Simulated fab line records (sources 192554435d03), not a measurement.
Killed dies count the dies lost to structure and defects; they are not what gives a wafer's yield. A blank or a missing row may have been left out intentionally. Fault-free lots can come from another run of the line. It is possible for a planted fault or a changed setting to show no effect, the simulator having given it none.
fab line records -- flow n5-finfet -- part 2 of 2: steps 5 to 6 of 6
record lots=20, wafers=60, last-day=18
route steps=1938 shown FIN_SAQP@118 FIN_CUT@168 STI_FIN_REVEAL@187
lots with no fault: from the same line, run without faults
start-h: start of the lot's first displayed wafer, in hours after the record's first day -- wait-h: hours since the lot's step before -- " as in the row above -- L1.1+2: several wafers, shown together as one row -- - no value present, or no start provided -- * or withheld: withheld -- < > ~ a bound
route shown NAME@n: a module of which the file shows steps, and the number in the route of the first -- usual: average and standard deviation across the fault-free wafers -- same: alike in all rows -- chamber/n: place in a boat -- sites: per-site readings -- _std_site: their standard deviation -- _edge_site: inner sites' mean taken away from outer sites' mean -- radius-mm: for every site, how far away it sits from the centre of the wafer -- mask NAME#n: copy n -- behind: the tool/chamber that last shaped the wafer -- hold: why the lot went on hold/how many hours it stayed there/how the hold came to an end -- device: which transistor (n, p or np) failed to switch -- end of line: tests of these same wafers at the route's end -- a step given without rows: its recipe and nothing more -- killed: dies lost to structure and defects at the first sort, not the wafer's yield -- map: dies across one wafer; x = killed, . = not, _ = none there
set.NAME: setting as actually run; set.NAME@STEP: the setting as run at that earlier step -- model.NAME: the simulator's own value behind a step, which no gauge read
one table for each step of the route and one row for each wafer, over a sample of lots
services: when a tool's chamber went out of use (start-h, in hours from the record's first day, below 0 if earlier), for how many hours, and the reason
## steps
# step N5_FIN_CUT_ETCH_20
# recipe chemistry=CF4, target=SiARC, target-depth-a=260, mask-material=CAR-EUV, time-s=43.3, ion-energy-ev=80, pressure-mtorr=40, source-w=545, bias-w=36, Ar_flow_sccm=100, cf4-flow-sccm=100, ends=cleared
# usual drypump-motor-current-A=6.0/0.42, etch-rf-on-time-s=43.6/1.5, mfc-ar-sccm=100.0/0.32, oes-product-au=0.66/0.07, rf-vpp-V=183.8/1.2, showerhead-plenum-p-Torr=2.13/0.061, throttle-valve-pct=15.64/0.25
lot.wafer,tool,chamber,start-h,wait-h,drypump-motor-current-A,etch-rf-on-time-s,mfc-ar-sccm,oes-product-au,rf-hours-counter-h,rf-vpp-V,showerhead-plenum-p-Torr,throttle-valve-pct
L074.3,rie-diel-02,1,27.04,0.0,5.7,43.9,99.6,0.67,113,183.7,2.08,15.94
L074.4,rie-diel-02,0,27.04,0.0,6.7,42.6,100.3,0.85,2,184.4,2.20,15.15
L074.6,rie-diel-02,2,27.04,0.0,5.7,41.2,99.9,0.61,-,183.0,2.05,16.00
L075.1,rie-diel-03,0,33.50,0.0,5.3,44.2,99.7,0.71,65,184.9,2.16,15.41
L075.2,rie-diel-03,2,33.50,0.0,6.6,42.2,99.8,0.65,172,183.5,2.12,15.56
L075.4,rie-diel-03,1,33.50,0.0,5.9,46.4,99.9,0.58,219,184.9,2.11,15.70
L076.2,rie-diel-03,2,39.79,0.0,6.6,41.8,99.9,0.65,173,183.6,2.12,15.55
L076.3,rie-diel-03,0,39.79,0.0,5.2,44.4,100.1,0.72,67,183.5,2.16,15.42
L076.4,rie-diel-03,1,39.79,0.0,5.8,46.5,100.0,0.58,220,183.3,2.10,15.70
L077.2,rie-diel-02,2,44.83,0.0,5.7,41.0,99.3,0.61,202,183.0,2.05,16.03
L077.5,rie-diel-02,2,44.83,0.0,5.7,41.3,99.3,0.61,-,184.6,2.05,16.04
L077.6,rie-diel-02,3,44.83,0.0,5.9,44.3,99.5,0.66,-,183.0,2.07,15.41
L080.1,rie-diel-02,0,63.31,0.0,6.7,42.1,100.1,0.82,14,184.1,2.20,15.16
L080.3,rie-diel-02,1,63.31,0.0,5.7,43.9,99.7,0.66,121,182.4,2.07,15.96
L080.4,rie-diel-02,3,63.31,0.0,5.8,44.8,100.3,0.65,144,183.7,2.06,15.41
L081.2,rie-diel-01,2,69.83,0.0,6.0,42.8,100.1,0.64,128,185.8,2.22,15.71
L081.3,rie-diel-01,0,69.83,0.0,6.2,45.1,99.9,0.60,227,185.5,2.20,15.76
L081.5,rie-diel-01,3,69.83,0.0,5.9,44.8,99.7,0.62,-,184.3,2.15,15.71
L082.3,rie-diel-03,0,75.62,0.0,5.2,43.9,99.8,0.71,78,183.7,2.16,15.45
L082.4,rie-diel-03,2,75.62,0.0,6.6,41.8,100.2,0.65,183,184.0,2.12,15.57
L082.6,rie-diel-03,0,75.62,0.0,5.2,44.1,99.8,0.71,-,183.6,2.16,15.44
L084.2,rie-diel-02,0,87.59,0.0,6.7,42.8,99.9,0.79,21,184.3,2.19,15.19
L084.4,rie-diel-02,3,87.59,0.0,5.8,44.7,99.9,0.64,154,182.8,2.06,15.42
L084.6,rie-diel-02,3,87.59,0.0,5.8,44.7,99.8,0.65,-,183.7,2.06,15.42
L085.1,rie-diel-02,1,92.91,0.0,5.7,43.4,99.7,0.66,130,182.6,2.07,15.96
L085.2,rie-diel-02,0,92.91,0.0,6.7,42.7,99.8,0.79,23,184.8,2.19,15.20
L085.6,rie-diel-02,0,92.91,0.0,6.7,42.3,99.7,0.79,-,184.1,2.19,15.19
L086.2,rie-diel-02,2,97.97,0.0,5.7,41.5,99.7,0.60,219,182.4,2.04,16.06
L086.5,rie-diel-02,3,97.97,0.0,5.8,44.5,100.6,0.64,-,181.6,2.06,15.44
L086.6,rie-diel-02,0,97.97,0.0,6.7,42.7,100.5,0.78,-,186.2,2.19,15.20
L087.2,rie-diel-01,2,107.51,0.0,6.0,43.1,100.0,0.63,141,185.3,2.22,15.72
L087.3,rie-diel-01,3,107.51,0.0,5.9,45.5,99.7,0.60,179,182.5,2.14,15.73
L087.6,rie-diel-01,3,107.51,0.0,5.9,45.4,99.8,0.61,-,184.4,2.14,15.74
L088.1,rie-diel-02,2,110.33,0.0,5.7,41.7,100.4,0.60,224,181.4,2.04,16.07
L088.2,rie-diel-02,1,110.33,0.0,5.7,43.8,100.2,0.65,135,182.7,2.07,15.97
L088.3,rie-diel-02,3,110.33,0.0,5.8,44.9,99.2,0.64,162,181.6,2.06,15.46
L089.2,rie-diel-03,3,117.19,0.0,6.4,41.8,100.3,0.63,189,184.2,2.22,15.70
L089.4,rie-diel-03,1,117.19,0.0,5.8,46.1,99.8,0.57,242,183.6,2.10,15.75
L089.6,rie-diel-03,1,117.19,0.0,5.9,46.1,100.1,0.57,-,182.5,2.10,15.76
L090.1,rie-diel-01,0,122.79,0.0,6.2,45.4,99.9,0.58,242,184.2,2.20,15.80
L090.3,rie-diel-01,2,122.79,0.0,6.0,42.6,100.3,0.64,145,184.0,2.22,15.75
L090.5,rie-diel-01,0,122.79,0.0,6.2,45.3,99.6,0.59,-,185.8,2.20,15.80
L092.1,rie-diel-03,2,135.02,0.0,6.6,42.3,100.1,0.62,201,182.6,2.11,15.61
L092.3,rie-diel-03,1,135.02,0.0,5.8,46.1,99.7,0.56,248,182.2,2.09,15.77
L092.4,rie-diel-03,0,135.02,0.0,5.2,44.4,100.3,0.69,95,182.2,2.15,15.49
L093.1,rie-diel-03,3,141.71,0.0,6.4,42.9,99.7,0.61,197,185.8,2.21,15.72
L093.5,rie-diel-03,2,141.71,0.0,6.6,42.7,99.8,0.62,-,183.3,2.11,15.61
L093.6,rie-diel-03,3,141.71,0.0,6.4,42.9,100.2,0.61,-,186.4,2.21,15.73
L094.2,rie-diel-03,3,147.58,0.0,6.4,42.8,99.7,0.61,199,185.8,2.21,15.73
L094.3,rie-diel-03,2,147.58,0.0,6.6,42.0,99.6,0.63,205,184.2,2.11,15.62
L094.5,rie-diel-03,3,147.58,0.0,6.4,42.6,99.8,0.61,-,183.5,2.21,15.71
L095.1,rie-diel-02,0,152.89,0.0,6.7,42.3,99.9,0.77,43,185.0,2.19,15.23
L095.2,rie-diel-02,3,152.89,0.0,5.8,43.9,100.0,0.63,175,181.2,2.05,15.47
L095.4,rie-diel-02,1,152.89,0.0,5.7,43.8,99.7,0.63,150,183.7,2.06,16.01
L096.4,rie-diel-02,0,158.60,0.0,6.7,42.3,100.4,0.76,45,184.6,2.19,15.23
L096.5,rie-diel-02,3,158.60,0.0,5.8,44.0,99.8,0.63,-,183.5,2.05,15.46
L096.6,rie-diel-02,0,158.60,0.0,6.7,42.4,100.5,0.76,-,185.2,2.19,15.25
L097.2,rie-diel-03,0,166.67,0.0,5.2,45.3,100.6,0.67,107,184.2,2.15,15.50
L097.4,rie-diel-03,2,166.67,0.0,6.6,42.8,100.3,0.62,-,183.1,2.11,15.65
L097.5,rie-diel-03,1,166.67,0.0,5.9,45.7,100.4,0.81,-,183.7,2.09,15.29
# step N5_STI_FIN_REVEAL_CMP_04
# recipe stop-on=Si3N4, t-overpolish-s=4, down-force-psi=2, platen-rpm=54.18, post-cmp-clean=alkaline-brush, pad-velocity-m-s=1.078, target-thk-nm=131.83
# usual motor-current-A=8.0/0.86, overpolish-run-s=4.001/0.0079, pad-life-wafers=790/580, slurry-filter-dp-kPa=13.51/0.13, time-to-endpoint-s=103/5.9
lot.wafer,tool,chamber,start-h,wait-h,motor-current-A,overpolish-run-s,pad-life-wafers,slurry-filter-dp-kPa,time-to-endpoint-s
L074.3,cmp-02,2,33.13,0.1,8.6,4.006,1818,13.50,102
L074.4,cmp-02,1,33.13,0.1,7.5,3.997,1821,13.59,101
L074.6,cmp-02,2,33.13,0.1,8.6,4.007,-,13.55,98
L075.4,cmp-04,1,40.88,0.1,6.6,4.000,1440,13.49,96
L075.1,cmp-04,3,40.88,0.1,8.0,3.991,1442,13.49,101
L075.2,cmp-04,0,40.88,0.1,8.3,3.998,1443,13.59,100
L076.4,cmp-01,1,46.45,0.1,9.0,3.998,313,13.72,93
L076.3,cmp-01,2,46.45,0.1,8.1,3.989,314,13.50,105
L076.2,cmp-01,3,46.45,0.1,6.5,4.011,315,13.53,96
L077.2,cmp-02,1,51.13,0.1,7.6,4.000,1982,13.28,108
L077.6,cmp-02,3,51.13,0.1,8.5,4.011,-,13.54,109
L077.5,cmp-02,0,51.13,0.1,7.8,3.989,-,13.60,107
L080.1,cmp-01,1,69.30,0.0,10.0,3.992,510,13.48,96
L080.3,cmp-01,2,69.30,0.0,7.8,3.998,511,13.77,108
L080.4,cmp-01,0,69.30,0.0,7.5,4.010,513,13.53,96
L081.2,cmp-02,2,76.92,0.0,8.1,3.993,138,13.60,101
L081.3,cmp-02,3,76.92,0.0,8.9,4.003,139,13.51,104
L081.5,cmp-02,2,76.92,0.0,8.7,4.004,-,13.47,100
L082.4,cmp-01,2,82.63,0.0,8.2,4.009,630,13.62,109
L082.3,cmp-01,1,82.63,0.0,9.9,4.002,633,13.80,96
L082.6,cmp-01,3,82.63,0.0,6.8,4.013,-,13.48,102
L084.4,cmp-02,1,93.66,0.1,7.9,4.022,290,13.53,102
L084.2,cmp-02,2,93.66,0.1,8.1,3.993,291,13.43,102
L084.6,cmp-02,0,93.66,0.1,8.1,4.001,-,13.30,108
L085.2,cmp-02,2,98.97,0.1,8.6,3.993,368,13.57,99
L085.1,cmp-02,3,98.97,0.1,8.7,3.998,369,13.63,102
L085.6,cmp-02,1,98.97,0.1,8.0,4.003,-,13.38,99
L086.2,cmp-01,0,104.38,0.1,7.7,3.989,853,13.75,99
L086.5,cmp-01,3,104.38,0.1,6.8,3.997,-,13.50,105
L086.6,cmp-01,0,104.38,0.1,7.3,3.986,-,13.79,102
L087.2,cmp-01,1,113.53,0.0,9.4,3.995,918,13.44,100
L087.3,cmp-01,2,113.53,0.0,7.9,3.997,919,13.45,113
L087.6,cmp-01,2,113.53,0.0,8.0,3.998,-,13.54,110
L088.1,cmp-02,3,116.56,0.1,9.0,4.001,499,13.74,100
L088.3,cmp-02,0,116.56,0.1,8.1,4.005,500,13.66,105
L088.2,cmp-02,1,116.56,0.1,7.9,4.004,501,13.57,100
L089.4,cmp-02,2,123.82,0.1,8.0,4.009,559,13.43,103
L089.2,cmp-02,0,123.82,0.1,7.8,3.989,561,13.27,110
L089.6,cmp-02,2,123.82,0.1,8.4,3.992,-,13.38,99
L090.3,cmp-01,3,128.82,0.1,6.7,4.006,1039,13.62,102
L090.1,cmp-01,1,128.82,0.1,10.0,4.023,1041,13.61,97
L090.5,cmp-01,3,128.82,0.1,6.4,3.997,-,13.54,104
L092.4,cmp-01,2,141.05,0.1,7.8,4.015,1141,13.42,112
L092.1,cmp-01,3,141.05,0.1,6.5,3.998,1142,13.42,105
L092.3,cmp-01,0,141.05,0.1,7.3,4.012,1143,13.56,98
L093.1,cmp-02,1,147.88,0.1,7.8,3.996,734,13.46,111
L093.6,cmp-02,3,147.88,0.1,8.5,4.008,-,13.52,114
L093.5,cmp-02,0,147.88,0.1,8.3,4.007,-,13.48,121
L094.3,cmp-02,1,153.56,0.0,7.6,4.001,786,13.37,111
L094.2,cmp-02,2,153.56,0.0,7.8,3.992,787,13.43,107
L094.5,cmp-02,1,153.56,0.0,8.1,3.998,-,13.61,113
L095.4,cmp-04,1,158.88,0.0,6.7,4.000,114,13.63,103
L095.2,cmp-04,2,158.88,0.0,7.2,4.008,115,13.44,95
L095.1,cmp-04,0,158.88,0.0,8.6,4.012,117,13.48,107
L096.4,cmp-04,1,166.75,0.1,6.6,3.997,189,13.34,100
L096.6,cmp-04,2,166.75,0.1,6.9,4.004,-,13.61,99
L096.5,cmp-04,3,166.75,0.1,7.8,4.002,-,13.69,103
L097.4,cmp-01,1,172.65,0.0,10.0,4.020,1416,13.55,100
L097.2,cmp-01,2,172.65,0.0,7.8,3.995,1417,13.40,111
L097.5,cmp-01,2,172.65,0.0,8.2,4.010,-,13.35,114
## services
tool,chamber,start-h,hours,kind
cmp-02,-,2.03,1.2,repair
rie-diel-04,2,4.62,4.7,repair
rie-diel-05,2,6.96,11.9,repair
rie-diel-06,-,7.59,0.5,repair
rie-si-06,1,10.81,3.1,repair
rie-si-06,3,11.29,1.4,repair
cmp-02,-,14.18,5.0,pm
rie-diel-04,1,14.27,5.7,repair
rie-si-01,2,16.91,5.6,repair
rie-diel-04,2,24.36,1.3,repair
rie-diel-04,3,33.53,8.9,repair
rie-diel-02,1,37.33,11.9,repair
rie-diel-04,3,43.63,2.5,repair
rie-diel-02,-,53.57,1.2,repair
cmp-02,-,54.98,4.0,pm
rie-diel-06,3,59.63,11.1,repair
rie-diel-04,1,64.66,7.4,repair
rie-diel-06,0,80.80,5.8,repair
rie-diel-05,1,102.88,4.1,repair
rie-si-06,-,117.72,15.6,pm
rie-si-06,-,133.32,14.6,pm
rie-si-06,2,150.38,9.9,repair
rie-diel-05,0,167.07,5.0,repair
rie-si-03,2,170.96,24.4,repair
